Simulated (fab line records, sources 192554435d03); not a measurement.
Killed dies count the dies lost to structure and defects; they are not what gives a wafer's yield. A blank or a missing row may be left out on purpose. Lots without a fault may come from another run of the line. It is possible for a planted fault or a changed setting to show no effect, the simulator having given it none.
A struck lot beside a sound one | flow n5 finfet | 43 steps out of a route of 1938
Sound: wafers L124.1, L124.3, L124.5. Wafers L135.2, L135.4, L135.6 were the ones struck. At the end, the cause is stated.
At each step with rows: each side's tool, then ch and its chambers, then its first start. Under that, the readings that differ: sound wafers | struck wafers | difference of the means | sigmas: that difference in standard deviations of wafers without a fault.
alike: words and numbers the same on both sides, and readings whose means are apart by under 2 such deviations; not compared: readings that were withheld, readings missing a value for some wafer, numbers with overlapping values and no deviation given by the record, and bounds like >300 which may hide the same value.
The two part at a step that has a row with sigmas, a row that says differs or no value, or rows on one side only. Numbers that don't overlap but have no deviation are shown without sigmas and don't part them. Lack of a reading on every wafer of one side parts them only where that side has two or more wafers.

first, 5 steps without rows for these wafers: N5_BEOL_M2_STRIP_83 (strips in C4F6/O2); N5_BEOL_M2_STRIP_36 (strips in N2/H2); N5_BEOL_M2_TRENCH_ETCH_37 (etches SiOC in C4F6/O2, target depth 55.555 nm, time 29.2 s); N5_BEOL_M2_ETCH_41 (etches SiCN in CH3F/O2, target depth 29.9 nm, time 52.5 s); N5_BEOL_M2_STRIP_97 (strips in N2/H2, time 10 s).
N5_BEOL_M2_OCD_MEAS_38:
  sound on ocd-01 at day 7 05:52; struck on ocd-02 at day 10 10:34
  alike: trench depth nm
then, 4 steps without rows for these wafers: N5_BEOL_M2_HM_STRIP_39 (strips TiN in peroxide tin strip, target depth 25 nm, time 158 s); N5_BEOL_M2_SRD_40 (time 30 s); N5_BEOL_M2_PRECLEAN_42 (cleans in residue remover, time 60 s); N5_BEOL_M2_SRD_43 (time 30 s).
N5_BEOL_M2_CD_MEAS_35: target cd 18 nm, target cd y 22.2 nm.
  sound on cd sem-03 at day 7 06:01; struck on cd sem-03 at day 10 10:43
  alike: cd nm
N5_BEOL_M2_DEGAS_44: time 60 s.
  sound on pvd sputter-01 at day 7 06:06; struck on pvd sputter-03 at day 10 10:50
  alike: heater power w
N5_BEOL_M2_PRE_CLEAN_45: time 30 s.
  sound on pvd sputter-01 at day 7 06:08; struck on pvd sputter-03 at day 10 10:52
  alike: heater power w
then, 10 steps without rows for these wafers: N5_BEOL_M2_ALD_84 (deposits TaN, pulse time 2 s, purge time 3 s, co reactant purge time 2 s); N5_BEOL_M2_SURFACE_TREAT_85; N5_BEOL_M2_CVD_47 (deposits Co from CCTBA/H2, target thk 3 nm, time 223.8 s); N5_BEOL_M2_SPUTTER_48 (material Cu, target thk 4.5 nm, time 8.29 s); N5_BEOL_M2_ANNEAL_49 (time 240 s); N5_BEOL_M2_SPUTTER_79 (material Cu, target thk 4.5 nm, time 8.29 s); N5_BEOL_M2_ANNEAL_80 (time 240 s); N5_BEOL_M2_SPUTTER_81 (material Cu, target thk 4.5 nm, time 8.29 s); N5_BEOL_M2_ANNEAL_82 (time 240 s); N5_BEOL_M2_SPUTTER_86 (material Cu, target thk 4.5 nm, time 8.29 s).
N5_BEOL_M2_ANNEAL_87: time 240 s.
  sound on pvd sputter-02 at day 7 07:29; struck on pvd sputter-03 at day 10 12:14
  alike: heater power w
then, 3 steps without rows for these wafers: N5_BEOL_M2_SPUTTER_88 (material Cu, target thk 4.5 nm, time 8.29 s); N5_BEOL_M2_ANNEAL_89 (time 240 s); N5_BEOL_M2_SPUTTER_90 (material Cu, target thk 4.5 nm, time 8.29 s).
N5_BEOL_M2_ANNEAL_91: time 240 s.
  sound on pvd sputter-02 at day 7 07:56; struck on pvd sputter-03 at day 10 12:41
  alike: heater power w
then, 1 step without rows for these wafers: N5_BEOL_M2_SPUTTER_92 (material Cu, target thk 4.5 nm, time 8.29 s).
N5_BEOL_M2_ANNEAL_93: time 240 s.
  sound on pvd sputter-02 at day 7 08:09; struck on pvd sputter-03 at day 10 12:54
  alike: heater power w
then, 6 steps without rows for these wafers: N5_BEOL_M2_SPUTTER_94 (material Cu, target thk 4.5 nm, time 8.29 s); N5_BEOL_M2_ANNEAL_95 (time 240 s); N5_BEOL_M2_SPUTTER_96 (material Cu, target thk 4.5 nm, time 8.29 s); N5_BEOL_M2_ECD_50 (material Cu, target thk 300 nm); N5_BEOL_M2_ANNEAL_51 (time 90 s); N5_BEOL_M2_CMP_52 (polishes, stops on SiOC, t overpolish 6.8 s, target thk 40 nm).
N5_BEOL_M2_THK_MEAS_53: measures by xrf.
  sound on film metro-01 at day 7 09:18; struck on film metro-01 at day 10 14:31
  alike: M2_THK
then, 1 step without rows for these wafers: N5_BEOL_M2_PRE_CLEAN_60 (time 15 s).
N5_BEOL_M2_CO_CAP_55: material Co, precursor CCTBA/H2, target thk 2 nm, time 102.1 s.
  sound on cvd co-02 ch 1,2, day 7 09:22; struck on cvd co-02 ch 0,1,2, day 10 14:35
  alike: heater power w
then, 2 steps without rows for these wafers: N5_BEOL_M2_PRE_CLEAN_56 (time 15 s); N5_BEOL_M2_DEP_57 (deposits SiCN from 3MS/NH3, target thk 8 nm, time 14 s).
N5_BEOL_M2_RS_MEAS_58: uses a four-point probe to measure.
  sound on film metro-02 at day 7 09:34; struck on film metro-01 at day 10 14:46
  alike: M2_RS
-- here the record skips 6 days between the struck wafers' starts before and after, leaving off in module BEOL_M2 and picking up in module PASSIVATION (first step shown: number 1936 of the route) --
N5_PASSIVATION_PROBE_49:
  record: rows for the struck wafers here (prober-01, day 16 08:53), none for the sound ones

## WHERE THEY PART
N5_PASSIVATION_PROBE_49 only, going by this record.

WHY: whatever the simulator had introduced
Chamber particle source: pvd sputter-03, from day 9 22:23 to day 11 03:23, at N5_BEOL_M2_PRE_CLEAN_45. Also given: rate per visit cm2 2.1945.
